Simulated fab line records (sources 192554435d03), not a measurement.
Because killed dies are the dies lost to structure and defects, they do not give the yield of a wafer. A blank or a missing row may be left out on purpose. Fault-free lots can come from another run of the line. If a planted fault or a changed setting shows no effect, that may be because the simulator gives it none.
Chamber matching + flow n5 finfet + N5_BEOL_M4_ETCH_69 on rie diel-04 has 4 sister chambers
The step etches SiARC in CF4, target depth 15.6 nm, time 26 s. 33 wafers are shown with their chamber, then 12 later ones without.

== WAFERS WITH THEIR CHAMBER ==
| wafer  | chamber | showerhead plenum p Torr (Torr) | drypump motor current A (A) | throttle valve pct (%) |
|--------|---------|---------------------------------|-----------------------------|------------------------|
| L075.1 | 2       | 2.14                            | 6.1                         | 15.95                  |
| L075.3 | 0       | 2.20                            | 6.3                         | 15.73                  |
| L075.6 | 0       | 2.20                            | 6.2                         | 15.72                  |
| L078.1 | 1       | 2.20                            | 6.4                         | 15.99                  |
| L078.3 | 2       | 2.13                            | 6.1                         | 15.98                  |
| L078.5 | 1       | 2.20                            | 6.5                         | 15.98                  |
| L084.4 | 1       | 2.20                            | 6.5                         | 15.51                  |
| L084.5 | 2       | 2.13                            | 6.0                         | 16.02                  |
| L084.6 | 1       | 2.20                            | 6.5                         | 15.52                  |
| L086.1 | 3       | 2.13                            | 6.2                         | 15.98                  |
| L086.2 | 1       | 2.20                            | 6.5                         | 15.50                  |
| L086.6 | 1       | 2.20                            | 6.5                         | 15.51                  |
| L087.1 | 1       | 2.20                            | 6.4                         | 15.50                  |
| L087.2 | 2       | 2.13                            | 6.1                         | 16.04                  |
| L087.3 | 3       | 2.13                            | 6.2                         | 15.97                  |
| L089.1 | 2       | 2.12                            | 6.1                         | 16.03                  |
| L089.3 | 3       | 2.13                            | 6.2                         | 15.97                  |
| L089.6 | 1       | 2.19                            | 6.5                         | 15.53                  |
| L090.3 | 2       | 2.12                            | 6.1                         | 16.04                  |
| L090.4 | 1       | 2.19                            | 6.4                         | 15.54                  |
| L090.6 | 2       | 2.12                            | 6.0                         | 16.03                  |
| L092.1 | 0       | 2.19                            | 6.3                         | 15.31                  |
| L092.2 | 2       | 2.12                            | 6.1                         | 16.05                  |
| L092.3 | 1       | 2.19                            | 6.4                         | 15.56                  |
| L092.4 | 3       | 2.12                            | 6.3                         | 16.01                  |
| L092.5 | 3       | 2.12                            | 6.2                         | 16.01                  |
| L092.6 | 2       | 2.12                            | 6.1                         | 16.04                  |
| L093.1 | 2       | 2.12                            | 6.0                         | 16.05                  |
| L093.2 | 3       | 2.12                            | 6.2                         | 16.01                  |
| L093.3 | 1       | 2.19                            | 6.4                         | 15.56                  |
| L093.4 | 0       | 2.19                            | 6.3                         | 15.30                  |
| L093.5 | 0       | 2.19                            | 6.3                         | 15.30                  |
| L093.6 | 1       | 2.19                            | 6.5                         | 15.56                  |

SIGNATURES (averages over the wafers above)
| reading                  | chamber 0 | chamber 1 | chamber 2 | chamber 3 | scatter within a chamber |
|--------------------------|-----------|-----------|-----------|-----------|--------------------------|
| showerhead plenum p Torr | 2.1940    | 2.1958    | 2.1250    | 2.1250    | 0.00591                  |
| drypump motor current A  | 6.280     | 6.458     | 6.070     | 6.217     | 0.0479                   |
| throttle valve pct       | 15.4720   | 15.6050   | 16.0230   | 15.9917   | 0.141                    |
Rule: distance of a wafer from a chamber = root of the sum over the readings of ((wafer's reading minus chamber's mean) / reading's scatter) squared. The wafer belongs to the nearest chamber; if the next one is less than 2 further off, it can't be placed. The scatter: the root of (the sum of the squares of (reading less its chamber's mean) over the shown wafers, divided by (wafers less chambers)).

== WAFERS MISSING THEIR CHAMBER ==
| wafer  | showerhead plenum p Torr (Torr) | drypump motor current A (A) | throttle valve pct (%) |
|--------|---------------------------------|-----------------------------|------------------------|
| L095.1 | 2.12                            | 6.2                         | 16.00                  |
| L095.4 | 2.12                            | 6.1                         | 16.06                  |
| L095.5 | 2.12                            | 6.2                         | 16.02                  |
| L097.1 | 2.19                            | 6.5                         | 15.56                  |
| L097.2 | 2.12                            | 6.1                         | 16.06                  |
| L097.3 | 2.12                            | 6.2                         | 16.02                  |
| L097.4 | 2.19                            | 6.3                         | 15.31                  |
| L097.5 | 2.12                            | 6.2                         | 16.01                  |
| L097.6 | 2.19                            | 6.3                         | 15.30                  |
| L096.3 | 2.19                            | 6.5                         | 15.56                  |
| L096.4 | 2.19                            | 6.3                         | 15.31                  |
| L096.6 | 2.12                            | 6.1                         | 16.06                  |

== CHAMBER TAKEN BY EACH ==
| wafer  | from the rows above     | in truth |
|--------|-------------------------|----------|
| L095.1 | can't be placed: 3 or 2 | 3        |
| L095.4 | can't be placed: 2 or 3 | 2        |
| L095.5 | can't be placed: 3 or 2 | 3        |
| L097.1 | 1                       | 1        |
| L097.2 | can't be placed: 2 or 3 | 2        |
| L097.3 | can't be placed: 3 or 2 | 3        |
| L097.4 | 0                       | 0        |
| L097.5 | can't be placed: 3 or 2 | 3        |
| L097.6 | 0                       | 0        |
| L096.3 | 1                       | 1        |
| L096.4 | 0                       | 0        |
| L096.6 | can't be placed: 2 or 3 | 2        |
Placed correctly: 5 of 12. These rows do not allow placing 7 (true chamber among the candidates in 7). Placed wrongly: 0.
